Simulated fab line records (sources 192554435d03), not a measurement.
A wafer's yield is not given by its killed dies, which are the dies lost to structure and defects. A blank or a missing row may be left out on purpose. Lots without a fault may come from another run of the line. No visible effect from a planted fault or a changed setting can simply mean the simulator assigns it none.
Problem report, 8D (eight disciplines) form, completed by code	flow n5Finfet	the parts of the form that need people (team, actions taken, sign-off) are left out

== 1. WHAT IS WRONG ==
Mean of killed_at_M4_up at N5_PASSIVATION_PROBE_49: 1103 across 2 wafers in 2 lots; on wafers with no fault it is 13 (standard deviation 5.4). That is +99 or more standard deviations from the usual mean.
Seen first at day 14 09:34 on prober-01, wafer L785.3. Wafers with a number at this step in the record: 6, from 2 lots. The rule behind "out" and "out of limits": a value lying over 4 standard deviations away from the usual mean. All remaining wafers that have a number are taken as sound.

== 2. WHAT IT IS, AND WHAT IT ISN'T ==
question	is	is not
which readings at this step	killed_at_M4_up, defectLimitedYield, killedDies, killedOnRim, sort_bin_5_function, sortNPass, sortYieldPct	killed_at_M0_to_M3, killedAtContacts, killedAtFrontEnd, killedAtOther, killedOpen, killedShort, sort_bin_6_memory
which lots	L785, L786	-
which wafers of those lots	L785.3, L786.5	L785.1, L785.6, L786.1, L786.4
read on which tools	prober-01, prober-02	-
when	from day 14 09:34	up to then (1 sound wafer); but 3 sound wafers of L785, L786 came after

== 3. SUSPECTS, AND WHAT RULES EACH OUT ==
Counting: if a tool at a process step up to the reading ran every lot that is out, it stays a suspect. Sound lots after the first of them don't rule it out here, since some wafers of a struck lot are sound.
- rieDiel-04 at N5_BEOL_M5_VIA_ETCH_34 (etches SiCOH lowk in C4F6/O2, target depth 88.3 nm, time 39.2 s): kept. It ran every lot that is out, first L785 (day 10 18:08).
- rieDiel-04 at N5_BEOL_M5_STRIP_36 (strips in N2/H2): kept. It ran every lot that is out, first L785 (day 10 18:11).
What counting leaves: rieDiel-04 at N5_BEOL_M5_VIA_ETCH_34 and rieDiel-04 at N5_BEOL_M5_STRIP_36.

== 4. THE CAUSE (what the simulator had put in) ==
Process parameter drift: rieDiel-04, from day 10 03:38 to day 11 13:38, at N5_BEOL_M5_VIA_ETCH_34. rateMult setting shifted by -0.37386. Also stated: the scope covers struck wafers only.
This tool is one of the 2 suspects left after counting.

== 5. SEQUENCE OF EFFECTS, ordered by route ==
One row per reading whose mean, taken over the struck wafers that have a number, lies over 3 standard deviations from the usual. Scope: only readings with a usual standard deviation given in the record; hours: median across lots of the time from each lot's start at the first step in this table that gives one to its start at this step; sigmas: change in usual standard deviations.
hours	step	reading	usual	on struck wafers	change	sigmas
0	N5_PASSIVATION_PROBE_49	defectLimitedYield	91.1 %	0.0	-91.1	-70
0	N5_PASSIVATION_PROBE_49	killed_at_M4_up	13	1103	+1090	+99 or more
0	N5_PASSIVATION_PROBE_49	killedDies	106	1180	+1074	+72
0	N5_PASSIVATION_PROBE_49	killedOnRim	14	152	+138	+37
0	N5_PASSIVATION_PROBE_49	sort_bin_5_function	5.2 %	96.9	+91.7	+99 or more
0	N5_PASSIVATION_PROBE_49	sortNPass	1074	0	-1074	-72
0	N5_PASSIVATION_PROBE_49	sortYieldPct	91.0 %	0.0	-91.0	-70
It contains these process steps:
- N5_PASSIVATION_PROBE_49

== 6. WHAT WOULD HAVE CAUGHT IT SOONER ==
First out-of-limits reading in this record: day 14 09:34, which is 102 hours after fault onset at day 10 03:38.
Tool readings at N5_BEOL_M5_VIA_ETCH_34 with a usual standard deviation given in the record: none out on any struck wafer, hence no alarm at a limit of 4 standard deviations on them.
The start of N5_BEOL_M5_VIA_ETCH_34 on rieDiel-04 came by day 14 09:34 for every one of the lots that are out (2). Tool hold at that time: it would have spared none of them.
